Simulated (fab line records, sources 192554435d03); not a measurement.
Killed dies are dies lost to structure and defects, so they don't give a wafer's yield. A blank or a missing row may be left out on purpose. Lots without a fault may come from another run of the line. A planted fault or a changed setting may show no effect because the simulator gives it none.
fab line records | flow n5_finfet | part 1 of 2: steps 1 to 21 of 26
record lots=5 wafers=15 last_day=17
route steps=1938 shown BEOL_M9@1422
lots that met no fault: from a run of the same line without faults
start_h: hours from the record's first day to the start of the lot's first wafer shown | wait_h: hours since the lot's step before | " the same as in the row above | L1.1+2: a row that stands for several wafers | - no value, or no start given | * or withheld: withheld | < > ~ a bound
route shown NAME@n: a module of which the file shows steps, and the number in the route of the first | usual: mean/standard deviation of fault-free wafers | same: alike in all rows | chamber/n: place in a boat | sites: the reading at each site | _std_site: their standard deviation | _edge_site: outer sites' mean less inner sites' | radius_mm: how far each site lies from the wafer's centre | mask NAME#n: copy n | behind: the tool/chamber that last shaped the wafer | hold: why the lot was held/for how many hours/how that ended | device: the transistor (n, p or np) that didn't switch | end of line: the same wafers' tests at the end of the route | a step without rows: its recipe alone | killed: dies lost to structure and defects at the first sort, not the wafer's yield | map: a wafer's dies, x killed, . not, _ none there
set.NAME: the setting as run; set.NAME@STEP: as run at that earlier step | model.NAME: the simulator's own value behind a step, which no gauge read
lots at some steps of the route; a table a step, a row a wafer
services: from which hour (start_h, from the record's first day; less than 0 if before it) a tool's chamber was out of use, for how many hours, and why
## steps
# step N5_BEOL_M9_HM_OPEN_17
# recipe chemistry=Cl2/BCl3 target_depth_a=200 overetch_a=60 target=TiN mask_material=SOC ion_energy_ev=150 pressure_mtorr=10 icp_w=1000 bias_w=126 Cl2_flow_sccm=53.25 bcl3_flow_sccm=21.75 Ar_flow_sccm=25
# usual chamber_pressure_mTorr=10.002/0.011 drypump_motor_current_A=6.0/0.4 mfc_cl2_sccm=53.25/0.17 oes_product_au=0.63/0.06 throttle_valve_pct=22.24/0.3
# columns lot.wafer tool chamber start_h wait_h chamber_pressure_mTorr drypump_motor_current_A mfc_cl2_sccm oes_product_au rf_hours_counter_h throttle_valve_pct
L079.2 rie_metal-02 0 231.08 0.0 9.990 6.5 53.09 0.61 75 21.79
L079.3 " 1 " " 10.009 5.7 53.15 0.72 - 22.02
L079.6 " 0 " " 10.009 6.5 53.12 0.60 - 21.78
L080.1 rie_metal-02 0 237.82 0.0 9.977 6.5 53.36 0.60 76 21.79
L080.4 " 0 " " 9.999 6.5 53.31 0.59 - 21.79
L080.6 " 1 " " 9.993 5.7 52.91 0.71 - 22.04
L084.2 rie_metal-03 0 266.57 0.1 10.005 6.6 53.15 0.59 72 22.48
L084.4 " 0 " " 10.008 6.5 53.20 0.60 - 22.48
L084.5 " 0 " " 9.989 6.6 53.09 0.60 - 22.50
L086.1 rie_metal-01 0 280.09 0.0 9.991 5.8 53.48 0.55 109 22.74
L086.2 " 1 " " 9.996 6.1 52.94 0.59 86 22.46
L086.4 " 1 " " 10.000 6.1 52.95 0.58 - 22.46
L092.1 rie_metal-01 1 335.74 0.0 9.990 6.1 53.55 0.57 93 22.49
L092.2 " 1 " " 10.003 6.0 53.48 0.57 - 22.48
L092.3 " 1 " " 9.998 6.1 53.09 0.57 - 22.47
# step N5_BEOL_M9_STRIP_19
# recipe chemistry=O2 power_w=400 temp_c=40 pressure_mtorr=30 rf_frequency_hz=6e+07 bias_power_w=0 overash_fraction=0.2 o2_flow_sccm=225
# usual chamber_pressure_mTorr=30.00/0.036 drypump_motor_current_A=5.6/0.35 oes_product_au=0.77/0.08 rf_vpp_V=3.7/0.6 showerhead_plenum_p_Torr=2.09/0.054 throttle_valve_pct=16.68/0.24
# columns lot.wafer tool chamber start_h wait_h chamber_pressure_mTorr drypump_motor_current_A oes_product_au rf_hours_counter_h rf_vpp_V showerhead_plenum_p_Torr throttle_valve_pct
L079.2 rie_diel-06 3 231.23 0.1 30.00 5.5 0.73 197 2.8 2.02 17.07
L079.3 " 1 " " 30.09 5.3 0.77 155 4.1 2.10 16.83
L079.6 " 2 " " 29.96 6.0 0.84 - 4.4 2.05 16.72
L080.1 rie_diel-04 3 237.93 0.1 29.99 5.4 0.74 184 3.7 2.15 16.59
L080.4 " 0 " " 29.96 5.9 0.70 231 3.8 2.05 16.55
L080.6 " 0 " " 30.04 5.9 0.69 - 3.1 2.05 16.55
L084.2 rie_diel-04 0 266.68 0.1 29.99 5.9 0.69 239 3.4 2.05 16.56
L084.4 " 1 " " 30.02 5.8 0.80 117 3.3 2.03 16.57
L084.5 " 2 " " 30.02 6.1 0.71 - 4.3 2.18 16.61
L086.1 rie_diel-04 1 280.29 0.2 29.95 5.8 0.80 122 3.1 2.03 16.61
L086.2 " 3 " " 29.99 5.4 0.72 197 3.0 2.15 16.59
L086.4 " 2 " " 29.99 6.1 0.71 190 3.9 2.17 16.61
L092.1 rie_diel-04 2 335.94 0.2 30.01 6.1 0.71 207 3.2 2.17 16.62
L092.2 " 3 " " 30.02 5.4 0.71 218 3.8 2.14 16.64
L092.3 " 0 " " 30.00 6.0 1.02 1 4.0 2.04 16.15
# step N5_BEOL_M9_CD_MEAS_18
# recipe pitch_nm=140 target_cd_nm=70
# usual cd_nm=70.1/0.63
# columns lot.wafer tool chamber start_h wait_h cd_nm
L079.2 cd_sem-02 - 231.30 0.1 69.3
L079.3 " - " " 69.9
L079.6 " - " " 70.4
L080.1 cd_sem-03 - 238.00 0.0 70.2
L080.4 " - " " 69.5
L080.6 " - " " 69.2
L084.2 cd_sem-02 - 266.76 0.1 71.1
L084.4 " - " " 70.4
L084.5 " - " " 69.5
L086.1 cd_sem-01 - 280.36 0.0 69.8
L086.2 " - " " 70.5
L086.4 " - " " 70.4
L092.1 cd_sem-02 - 336.01 0.0 70.5
L092.2 " - " " 69.2
L092.3 " - " " 70.5
# step N5_BEOL_M9_COAT_63
# recipe resist=SOC temp_c=250 time_s=60 spin_rpm=1500 resist_thk_nm=60
# columns lot.wafer tool chamber start_h wait_h
L079.2+3+6 litho_track-01 0 232.66 1.4
L080.1+4+6 litho_track-05 0 238.03 0.0
L084.2+4+5 litho_track-05 0 266.81 0.1
L086.1+2+4 litho_track-05 0 280.40 0.0
L092.1+2+3 litho_track-01 0 337.14 1.1
# step N5_BEOL_M9_COAT_64
# recipe resist=SiARC temp_c=220 time_s=60 spin_rpm=1500 resist_thk_nm=12
# columns lot.wafer tool chamber start_h wait_h
L079.2+3+6 litho_track-01 0 - -
L080.1+4+6 litho_track-05 0 - -
L084.2+4+5 litho_track-05 0 - -
L086.1+2+4 litho_track-05 0 - -
L092.1+2+3 litho_track-01 0 - -
# step N5_BEOL_M9_COAT_75
# recipe resist=underlayer temp_c=205 time_s=60 spin_rpm=1500 resist_thk_nm=5
# columns lot.wafer tool chamber start_h wait_h
L079.2+3+6 litho_track-01 0 - -
L080.1+4+6 litho_track-05 0 - -
L084.2+4+5 litho_track-05 0 - -
L086.1+2+4 litho_track-05 0 - -
L092.1+2+3 litho_track-01 0 - -
# step N5_BEOL_M9_COAT_22
# recipe resist=CAR-EUV spin_rpm=1500 resist_thk_nm=30
# columns lot.wafer tool chamber start_h wait_h
L079.2+3+6 litho_track-01 0 - -
L080.1+4+6 litho_track-05 0 - -
L084.2+4+5 litho_track-05 0 - -
L086.1+2+4 litho_track-05 0 - -
L092.1+2+3 litho_track-01 0 - -
# step N5_BEOL_M9_EBR_24
# recipe solvent=PGMEA ebr_width_mm=1.5
# columns lot.wafer tool chamber start_h wait_h
L079.2+3+6 litho_track-01 0 - -
L080.1+4+6 litho_track-05 0 - -
L084.2+4+5 litho_track-05 0 - -
L086.1+2+4 litho_track-05 0 - -
L092.1+2+3 litho_track-01 0 - -
# step N5_BEOL_M9_SOFTBAKE_23
# recipe temp_c=110 time_s=60 resist=CAR-EUV
# columns lot.wafer tool chamber start_h wait_h
L079.2+3+6 litho_track-01 0 - -
L080.1+4+6 litho_track-05 0 - -
L084.2+4+5 litho_track-05 0 - -
L086.1+2+4 litho_track-05 0 - -
L092.1+2+3 litho_track-01 0 - -
# step N5_BEOL_M9_EXPOSE_25
# recipe mask_id=V8 na=0.33 source_shape=annular sigma_inner=0.4 sigma_outer=0.8 polarization=unpolarized dose_mj=37.25
# usual exposure_dose_mJ_cm2=37.24/0.047 focus_offset_nm=0.0/0.6
# same na=0.33
# columns lot.wafer tool chamber start_h wait_h mask exposure_dose_mJ_cm2 focus_offset_nm
L079.2 euv_scanner-01 0 232.80 - V8#0 37.27 -0.4
L079.3 " 0 " " V8#0 37.27 0.1
L079.6 " 0 " " V8#0 37.27 0.7
L080.1 euv_scanner-02 0 238.29 - V8#0 37.24 -1.5
L080.4 " 0 " " V8#0 37.27 -0.2
L080.6 " 0 " " V8#0 37.24 -1.5
L084.2 euv_scanner-01 0 267.08 - V8#0 37.26 -0.6
L084.4 " 0 " " V8#0 37.22 0.3
L084.5 " 0 " " V8#0 37.28 0.1
L086.1 euv_scanner-01 0 280.54 - V8#0 37.22 0.3
L086.2 " 0 " " V8#0 37.27 -0.4
L086.4 " 0 " " V8#0 37.24 -0.4
L092.1 euv_scanner-01 0 337.28 - V8#0 37.31 -0.6
L092.2 " 0 " " V8#0 37.34 0.3
L092.3 " 0 " " V8#0 37.31 -0.4
# step N5_BEOL_M9_PEB_26
# recipe peb_temp_c=100 peb_time_s=60 resist=CAR-EUV
# same peb_time_s=60
# columns lot.wafer tool chamber start_h wait_h
L079.2+3+6 litho_track-05 0 232.86 0.0
L080.1+4+6 litho_track-05 0 238.36 0.1
L084.2+4+5 litho_track-04 0 267.14 0.0
L086.1+2+4 litho_track-05 0 280.60 0.1
L092.1+2+3 litho_track-04 0 337.34 0.1
# step N5_BEOL_M9_DEVELOP_27
# recipe develop_time_s=30 developer=TMAH resist=CAR-EUV rinse_liquid=surfactant_rinse dry=air_spin dev_temp_c=23
# columns lot.wafer tool chamber start_h wait_h
L079.2+3+6 litho_track-05 0 - -
L080.1+4+6 litho_track-05 0 - -
L084.2+4+5 litho_track-04 0 - -
L086.1+2+4 litho_track-05 0 - -
L092.1+2+3 litho_track-04 0 - -
# step N5_BEOL_M9_CD_MEAS_28
# recipe target_cd_nm=70 landing_energy_ev=500 detector=se_inlens polarity=opening
# usual cd_nm=70.05/0.24
# columns lot.wafer tool chamber start_h wait_h cd_nm
L079.2 cd_sem-03 0 232.92 - 70.14
L079.3 " 0 " " 70.39
L079.6 " 0 " " 70.12
L080.1 cd_sem-03 0 238.42 - 70.18
L080.4 " 0 " " 70.03
L080.6 " 0 " " 70.26
L084.2 cd_sem-03 0 267.20 - 70.09
L084.4 " 0 " " 70.01
L084.5 " 0 " " 70.04
L086.1 cd_sem-01 0 280.67 - 70.17
L086.2 " 0 " " 69.96
L086.4 " 0 " " 69.97
L092.1 cd_sem-01 0 337.41 - 70.40
L092.2 " 0 " " 70.44
L092.3 " 0 " " 70.35
# step N5_BEOL_M9_OVL_MEAS_29
# recipe points_per_wafer=522
# usual V8_OVL=0.1/0.61
# columns lot.wafer tool chamber start_h wait_h V8_OVL[nm]
L079.2 overlay-02 0 232.96 0.0 0.3
L079.3 " 0 " " 0.6
L079.6 " 0 " " 0.7
L080.1 overlay-02 0 238.45 0.0 0.5
L080.4 " 0 " " 1.1
L080.6 " 0 " " -0.1
L084.2 overlay-02 0 267.24 0.0 0.1
L084.4 " 0 " " 0.3
L084.5 " 0 " " -0.8
L086.1 overlay-01 0 280.70 0.0 0.4
L086.2 " 0 " " 1.1
L086.4 " 0 " " 1.2
L092.1 overlay-02 0 337.44 0.0 -0.9
L092.2 " 0 " " -0.2
L092.3 " 0 " " -0.2
# step N5_BEOL_M9_INSPECT_30
# recipe mode=adi inspect_instrument=brightfield
# usual raw_defect_count=407/83
# columns lot.wafer tool chamber start_h wait_h raw_defect_count
L079.2 defect_inspect-01 - 233.01 0.0 322
L079.3 " - " " 415
L079.6 " - " " 412
L080.1 defect_inspect-01 - 238.51 0.1 495
L080.4 " - " " 361
L080.6 " - " " 348
L084.2 defect_inspect-01 - 267.29 0.0 327
L084.4 " - " " 285
L084.5 " - " " 257
L086.1 defect_inspect-01 - 280.75 0.1 423
L086.2 " - " " 516
L086.4 " - " " 481
L092.1 defect_inspect-01 - 337.73 0.3 503
L092.2 " - " " 562
L092.3 " - " " 543
# step N5_BEOL_M9_DESCUM_33
# recipe chemistry=O2 time_s=7 source_power_w=50 bias_power_w=20 pressure_mtorr=20 rf_frequency_hz=2.712e+07 temp_c=40 resist=CAR-EUV o2_flow_sccm=225
# usual chamber_pressure_mTorr=20.00/0.032 drypump_motor_current_A=5.6/0.34 oes_product_au=0.79/0.089 rf_vpp_V=242.8/1.2 showerhead_plenum_p_Torr=2.09/0.049 throttle_valve_pct=20.5/0.3
# columns lot.wafer tool chamber start_h wait_h chamber_pressure_mTorr drypump_motor_current_A oes_product_au rf_hours_counter_h rf_vpp_V showerhead_plenum_p_Torr throttle_valve_pct
L079.2 rie_diel-06 3 233.04 0.0 20.00 5.6 0.74 197 241.2 2.01 20.9
L079.3 " 0 " " 20.01 5.1 0.69 241 243.0 2.14 20.3
L079.6 " 1 " " 20.03 5.3 0.77 - 242.8 2.10 20.6
L080.1 rie_diel-06 0 238.55 0.0 19.98 5.1 0.69 242 242.9 2.14 20.3
L080.4 " 2 " " 20.03 5.9 0.83 - 242.9 2.05 20.5
L080.6 " 0 " " 19.98 5.1 0.69 - 244.6 2.14 20.3
L084.2 rie_diel-06 3 267.33 0.0 20.05 5.5 0.73 206 240.3 2.01 20.9
L084.4 " 1 " " 20.01 5.4 0.75 - 243.4 2.09 20.6
L084.5 " 3 " " 20.01 5.5 0.73 - 241.2 2.01 20.9
L086.1 rie_diel-02 2 280.79 0.0 19.99 5.5 0.69 231 242.9 2.06 20.3
L086.2 " 0 " " 20.06 5.5 0.88 41 243.1 2.13 20.6
L086.4 " 3 " " 20.00 5.1 0.79 108 244.0 2.11 20.1
L092.1 rie_diel-02 2 337.77 0.0 20.02 5.5 0.67 246 241.4 2.05 20.3
L092.2 " 1 " " 20.00 6.1 0.84 91 241.6 2.13 21.0
L092.3 " 3 " " 20.02 5.2 0.78 126 242.9 2.10 20.2
# step N5_BEOL_M9_ETCH_76
# recipe chemistry=N2/H2 target=underlayer target_depth_a=65 mask_material=CAR-EUV time_s=5.2 ion_energy_ev=200 pressure_mtorr=30 source_w=840 bias_w=150 n2_flow_sccm=200 h2_flow_sccm=200 ends=cleared
# usual chamber_pressure_mTorr=30.00/0.043 drypump_motor_current_A=5.6/0.35 etch_rf_on_time_s=5.22/0.089 h2_flow_sccm=200.1/0.58 oes_product_au=0.67/0.073 rf_vpp_V=523.6/2.3 showerhead_plenum_p_Torr=2.54/0.066 throttle_valve_pct=17.93/0.26
# columns lot.wafer tool chamber start_h wait_h chamber_pressure_mTorr drypump_motor_current_A etch_rf_on_time_s h2_flow_sccm oes_product_au rf_hours_counter_h rf_vpp_V showerhead_plenum_p_Torr throttle_valve_pct
L079.2 rie_diel-06 3 233.08 0.0 30.01 5.5 5.19 199.7 0.63 197 521.0 2.43 18.24
L079.3 " 0 " " 30.01 5.1 5.18 199.4 0.58 241 524.6 2.61 17.74
L079.6 " 1 " " 29.94 5.3 5.22 200.3 0.65 - 523.8 2.54 17.99
L080.1 rie_diel-06 0 238.58 0.0 30.00 5.1 5.13 199.8 0.58 242 526.9 2.61 17.78
L080.4 " 2 " " 30.01 6.0 5.25 199.1 0.71 - 519.4 2.48 17.83
L080.6 " 0 " " 29.98 5.1 5.10 200.8 0.58 - 524.6 2.61 17.76
L084.2 rie_diel-06 3 267.36 0.0 30.01 5.5 5.11 199.3 0.63 206 521.5 2.43 18.27
L084.4 " 1 " " 29.96 5.3 5.19 200.3 0.65 - 524.1 2.54 18.02
L084.5 " 3 " " 30.01 5.5 5.13 199.9 0.61 - 521.6 2.43 18.25
L086.1 rie_diel-02 2 280.83 0.0 30.04 5.5 5.17 200.6 0.59 231 523.4 2.53 17.99
L086.2 " 0 " " 30.02 5.5 5.14 201.0 0.74 41 526.7 2.60 18.08
L086.4 " 3 " " 30.03 5.2 5.09 200.3 0.68 108 524.6 2.58 17.70
L092.1 rie_diel-02 2 337.80 0.0 29.99 5.5 5.29 200.1 0.58 246 525.1 2.53 18.02
L092.2 " 1 " " 29.98 6.1 5.29 201.5 0.70 91 525.3 2.57 18.25
L092.3 " 3 " " 30.02 5.2 5.16 200.2 0.66 126 522.5 2.58 17.71
# step N5_BEOL_M9_ETCH_65
# recipe chemistry=CF4 target=SiARC target_depth_a=156 mask_material=CAR-EUV time_s=26 ion_energy_ev=80 pressure_mtorr=40 source_w=545 bias_w=36 Ar_flow_sccm=100 cf4_flow_sccm=100 ends=cleared
# usual chamber_pressure_mTorr=40.00/0.037 drypump_motor_current_A=5.6/0.35 etch_rf_on_time_s=25.9/0.42 oes_product_au=0.68/0.073 rf_vpp_V=184.0/1 showerhead_plenum_p_Torr=2.13/0.051 throttle_valve_pct=15.61/0.22
# columns lot.wafer tool chamber start_h wait_h chamber_pressure_mTorr drypump_motor_current_A etch_rf_on_time_s oes_product_au rf_hours_counter_h rf_vpp_V showerhead_plenum_p_Torr throttle_valve_pct
L079.2 rie_diel-06 3 233.10 0.0 39.99 5.5 25.6 0.63 197 182.2 2.04 15.88
L079.3 " 0 " " 40.05 5.1 25.3 0.58 241 184.2 2.20 15.62
L079.6 " 1 " " 39.95 5.4 25.7 0.65 - 186.3 2.13 15.72
L080.1 rie_diel-06 0 238.60 0.0 40.02 5.0 25.6 0.58 242 184.6 2.20 15.62
L080.4 " 2 " " 40.00 5.9 25.9 0.72 - 183.7 2.09 15.60
L080.6 " 0 " " 40.01 5.1 25.6 0.58 - 185.4 2.20 15.61
L084.2 rie_diel-06 3 267.38 0.0 39.93 5.5 25.8 0.62 206 183.0 2.04 15.90
L084.4 " 1 " " 39.98 5.3 26.1 0.64 - 183.4 2.13 15.76
L084.5 " 3 " " 40.08 5.5 25.8 0.62 - 183.3 2.04 15.89
L086.1 rie_diel-02 2 280.85 0.0 40.00 5.5 26.2 0.59 231 184.1 2.11 15.54
L086.2 " 0 " " 40.03 5.5 25.8 0.74 41 185.3 2.17 15.63
L086.4 " 3 " " 40.01 5.2 25.2 0.68 108 185.5 2.15 15.34
L092.1 rie_diel-02 2 337.82 0.0 39.93 5.5 26.1 0.59 246 184.5 2.10 15.54
L092.2 " 1 " " 39.96 6.1 26.3 0.71 91 184.3 2.15 15.85
L092.3 " 3 " " 39.96 5.1 25.5 0.66 126 183.8 2.14 15.36
# step N5_BEOL_M9_ETCH_66
# recipe chemistry=N2/H2 target=SOC target_depth_a=800 overetch_a=160 mask_material=SiARC temp_c=40 time_s=120 ion_energy_ev=200 pressure_mtorr=30 source_w=840 bias_w=150 n2_flow_sccm=200 h2_flow_sccm=200
# usual chamber_pressure_mTorr=30.000/0.026 drypump_motor_current_A=5.6/0.35 h2_flow_sccm=200.1/0.58 oes_product_au=0.61/0.063 rf_vpp_V=523.6/2.1 showerhead_plenum_p_Torr=2.54/0.066 throttle_valve_pct=17.89/0.26
# columns lot.wafer tool chamber start_h wait_h chamber_pressure_mTorr drypump_motor_current_A h2_flow_sccm oes_product_au rf_hours_counter_h rf_vpp_V showerhead_plenum_p_Torr throttle_valve_pct
L079.2 rie_diel-06 3 233.12 0.0 29.948 5.6 200.1 0.57 197 520.9 2.43 18.22
L079.3 " 0 " " 30.026 5.1 199.9 0.52 241 524.6 2.61 17.72
L079.6 " 1 " " 29.993 5.3 199.8 0.59 - 523.5 2.54 17.94
L080.1 rie_diel-06 0 238.63 0.0 30.000 5.1 200.0 0.52 242 525.9 2.61 17.72
L080.4 " 2 " " 30.011 6.0 200.4 0.63 - 522.0 2.48 17.77
L080.6 " 0 " " 30.015 5.1 199.9 0.52 - 526.1 2.61 17.72
L084.2 rie_diel-06 3 267.41 0.0 30.012 5.5 199.9 0.56 206 522.1 2.43 18.22
L084.4 " 1 " " 30.069 5.3 199.5 0.58 - 524.0 2.54 17.97
L084.5 " 3 " " 29.981 5.5 200.7 0.56 - 519.6 2.43 18.21
L086.1 rie_diel-02 2 280.87 0.0 30.003 5.6 199.9 0.54 231 522.2 2.53 17.96
L086.2 " 0 " " 29.987 5.5 200.2 0.66 41 525.1 2.60 18.05
L086.4 " 3 " " 29.991 5.2 199.5 0.61 108 525.1 2.58 17.65
L092.1 rie_diel-02 2 337.85 0.0 30.041 5.6 200.1 0.53 246 522.2 2.53 17.99
L092.2 " 1 " " 29.996 6.1 198.8 0.63 91 524.1 2.57 18.22
L092.3 " 3 " " 29.953 5.2 198.9 0.59 126 523.8 2.58 17.66
# step N5_BEOL_M9_STRIP_69
# recipe chemistry=N2/H2 temp_c=40 n2_flow_sccm=200 h2_flow_sccm=200 rf_frequency_hz=6e+07
# columns lot.wafer tool chamber start_h wait_h
L079.2+3+6 rie_diel-06 3,0,1 233.20 0.0
L080.1+4+6 rie_diel-06 0,2,0 238.71 0.0
L084.2+4+5 rie_diel-06 3,1,3 267.49 0.0
L086.1+2+4 rie_diel-02 2,0,3 280.95 0.0
L092.1+2+3 rie_diel-02 2,1,3 337.93 0.0
# step N5_BEOL_M9_STRIP_77
# recipe chemistry=N2/H2 temp_c=40 n2_flow_sccm=200 h2_flow_sccm=200 rf_frequency_hz=6e+07
# columns lot.wafer tool chamber start_h wait_h
L079.2+3+6 rie_diel-06 3,0,1 233.21 0.0
L080.1+4+6 rie_diel-06 0,2,0 238.72 0.0
L084.2+4+5 rie_diel-06 3,1,3 267.50 0.0
L086.1+2+4 rie_diel-02 2,0,3 280.96 0.0
L092.1+2+3 rie_diel-02 2,1,3 337.94 0.0
